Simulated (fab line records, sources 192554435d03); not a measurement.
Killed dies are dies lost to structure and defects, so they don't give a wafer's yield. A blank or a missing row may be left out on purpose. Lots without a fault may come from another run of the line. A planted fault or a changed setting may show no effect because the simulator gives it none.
A struck lot beside a sound one | flow n5_finfet | 39 steps out of a route of 1938
Sound: wafers L201.1, L201.3, L201.4. Struck: wafers L208.1, L208.2, L208.6. The cause comes at the end.
At each step with rows: each side's tool, then ch and its chambers, then its first start. Under that, the readings that differ: sound wafers | struck wafers | difference of the means | sigmas: that difference in standard deviations of wafers without a fault.
alike: readings whose means differ by less than 2 such deviations, and words and numbers that are the same on both sides. not compared: withheld readings, readings that some wafer has no value for, bounds like >300 that may hide the same value, and numbers for which the record gives no deviation and whose values overlap.
The two part at a step that has a row with sigmas, a row that says differs or no value, or rows on one side only. Numbers that don't overlap but have no deviation are shown without sigmas and don't part them. A reading that every wafer of one side lacks parts them only if that side has two wafers or more.

first, 10 steps without rows for these wafers: N5_BEOL_M0_SAQP_DESCUM_19 (chemistry O2, time 7.9 s); N5_BEOL_M0_SAQP_ETCH_83 (etches SiARC in CF4, target depth 39 nm, time 65 s); N5_BEOL_M0_SAQP_ETCH_84 (etches SOC in N2/H2, target depth 100 nm, overetch 20 nm, time 150 s); N5_BEOL_M0_SAQP_STRIP_80 (strips in N2/H2); N5_BEOL_M0_SAQP_HM_OPEN_112 (chemistry CHF3/O2, target SiO2, stops on a-Si, target depth 12 nm, time 13.5 s); N5_BEOL_M0_SAQP_STRIP_113 (strips in CHF3/O2); N5_BEOL_M0_SAQP_MANDREL_ETCH_20 (etches a-Si in HBr/Cl2, stops on SiNx, target depth 60 nm, bt time 10 s, time 30 s); N5_BEOL_M0_SAQP_STRIP_86 (strips in N2/H2); N5_BEOL_M0_SAQP_STRIP_115 (strips in post etch residue remover, time 60 s); N5_BEOL_M0_SAQP_SRD_93 (time 30 s).
N5_BEOL_M0_SAQP_RECESS_114: chemistry HF/NH3, target SiO2, target depth 14.4 nm, afs cycles 3, sublimation time 60 s.
  sound on vapor_etch-02 ch 0,1, day 6 05:01; struck on vapor_etch-02 ch 0,1, day 7 20:49
  alike: drypump_motor_current_A, foreline_p_Torr
then, 24 steps without rows for these wafers: N5_BEOL_M0_SAQP_SPACER1_ALD_98 (deposits SiO2, target thk 12.8 nm, pulse time 1 s, purge time 2 s); N5_BEOL_M0_SAQP_SPACER1_ETCHBACK_99 (etches SiO2 in CHF3/O2, target depth 15.4 nm, time 7.7 s); N5_BEOL_M0_SAQP_MANDREL1_REMOVE_100 (chemistry HBr/Cl2/O2, target a-Si, stops on SiNx, bt time 10 s); N5_BEOL_M0_SAQP_ETCH_101 (etches SiNx in CH3F/O2, target depth 29.9 nm, time 42.7 s); N5_BEOL_M0_SAQP_ETCH_102 (etches SiO2 in CF4, target depth 4 nm, time 4.4 s); N5_BEOL_M0_SAQP_MANDREL_ETCH_103 (etches a-Si in HBr/Cl2, stops on SiCN, target depth 45 nm, bt time 10 s, time 27 s); N5_BEOL_M0_SAQP_RECESS_104 (chemistry HF/NH3, target SiO2, target depth 18 nm, afs cycles 3, sublimation time 60 s); N5_BEOL_M0_SAQP_COAT_105 (time 60 s, resist thk 100 nm); N5_BEOL_M0_SAQP_ETCH_106 (etches SOC in N2/H2, stops on SiNx, target depth 150 nm); N5_BEOL_M0_SAQP_ETCH_107 (etches SiNx in CH3F/O2, target depth 30 nm); N5_BEOL_M0_SAQP_STRIP_108 (strips in N2/H2); N5_BEOL_M0_SAQP_RECESS_109 (chemistry HF/NH3, target SiO2, target depth 3 nm, afs cycles 1, sublimation time 60 s); N5_BEOL_M0_SAQP_SPACER2_ALD_26 (deposits SiO2, target thk 15 nm, pulse time 1 s, purge time 2 s); N5_BEOL_M0_SAQP_SPACER2_ETCHBACK_27 (etches SiO2 in CHF3/O2, target depth 22.5 nm, time 11.25 s); N5_BEOL_M0_SAQP_MANDREL2_REMOVE_110 (chemistry HBr/Cl2/O2, target a-Si, stops on SiCN, bt time 10 s); N5_BEOL_M0_SAQP_COAT_69 (time 60 s, resist thk 90 nm); N5_BEOL_M0_SAQP_COAT_72 (time 60 s, resist thk 15 nm); N5_BEOL_M0_SAQP_COAT_87 (time 60 s, resist thk 5 nm); N5_BEOL_M0_SAQP_COAT_34 (resist thk 30 nm); N5_BEOL_M0_SAQP_EBR_36; N5_BEOL_M0_SAQP_SOFTBAKE_35 (time 60 s); N5_BEOL_M0_SAQP_EXPOSE_37 (exposes mask M0 CUT1, target cd 30 nm); N5_BEOL_M0_SAQP_PEB_38 (peb time 60 s); N5_BEOL_M0_SAQP_DEVELOP_39 (develop time 30 s).
N5_BEOL_M0_SAQP_INSPECT_42: inspects for defects (brightfield).
  sound on defect_inspect-02, day 6 08:24; struck on defect_inspect-02, day 8 00:58
  reading          | sound       | struck         | difference | sigmas
  raw_defect_count | 333 292 302 | 1565 1741 1412 | +1264      | +13
N5_BEOL_M0_CUTY_INSPECT_59: inspects for defects (macro).
  sound on defect_inspect-02, day 6 09:51; struck on defect_inspect-01, day 8 02:15
  reading          | sound | struck         | difference | sigmas
  raw_defect_count | 1 3 4 | >300 >300 >300 | differs    |
-- the record jumps here: 2 days lie between the struck wafers' starts before and after (it left off in module BEOL_M0_CUTY and takes up again in module BEOL_M4, whose first step shown is number 1111 of the route) --
N5_BEOL_M4_RC_MEAS_101:
  sound on prober-02 ch 0, day 8 11:34; struck on prober-02 ch 0, day 10 02:29
  alike: DIBL_N, DIBL_P, IOFF_N, IOFF_P, ION_N, ION_P, SS_N, SS_P, VT_N, VT_P
-- the record jumps here: 4 days lie between the struck wafers' starts before and after (it left off in module BEOL_M4 and takes up again in module PASSIVATION, whose first step shown is number 1936 of the route) --
N5_PASSIVATION_PROBE_49:
  the record has rows for the struck wafers here (prober-02, day 13 22:53) and none for the sound ones

WHERE THEY PART
First at N5_BEOL_M0_SAQP_INSPECT_42; last, within this record, at N5_PASSIVATION_PROBE_49.

WHY: what the simulator had put in
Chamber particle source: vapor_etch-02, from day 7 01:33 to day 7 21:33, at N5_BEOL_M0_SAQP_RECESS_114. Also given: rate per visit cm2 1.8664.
